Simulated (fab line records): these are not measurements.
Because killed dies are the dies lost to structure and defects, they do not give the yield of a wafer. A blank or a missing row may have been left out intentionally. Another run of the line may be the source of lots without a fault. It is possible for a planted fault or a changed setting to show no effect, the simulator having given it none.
Matching of chambers	flow n5_finfet	4 sister chambers for N5_FIN_CUT_ETCH_30 on rie_diel-02
The step etches underlayer in N2/H2, target depth 13 nm, time 10.4 s. 4 wafers are shown with their chamber, then 10 later ones without.

== WAFERS, EACH WITH ITS CHAMBER ==
wafer	chamber	showerhead_plenum_p_Torr (Torr)
L084.5	3	2.67
L089.6	1	2.54
L092.1	2	2.41
L092.3	0	2.49

== WAFERS WITH NO CHAMBER GIVEN ==
wafer	showerhead_plenum_p_Torr (Torr)
L092.4	2.67
L093.1	2.54
L093.2	2.67
L093.3	2.49
L093.4	2.41
L093.5	2.67
L093.6	2.49
L096.1	2.49
L096.4	2.53
L096.5	2.66

== WHICH CHAMBER EACH ONE RAN IN ==
wafer	from the rows above	in truth
L092.4	3	3
L093.1	1	1
L093.2	3	3
L093.3	0	0
L093.4	2	2
L093.5	3	3
L093.6	0	0
L096.1	0	0
L096.4	1	1
L096.5	3	3
Correctly placed: 10 of 10. From these rows, 0 cannot be placed. Number placed wrongly: 0.
How it was worked out, from the rows above alone: a wafer's distance from a chamber is the root of the sum, over the readings, of the square of ((its reading less the chamber's mean) divided by the reading's scatter). The wafer belongs to the nearest chamber; if the next one is less than 2 further off, it can't be placed. For every chamber, the mean is computed from those of its wafers that are shown. The scatter (one wafer shown for each chamber): square how far every hidden wafer sits from the nearest shown wafer, average those squares and take the square root.
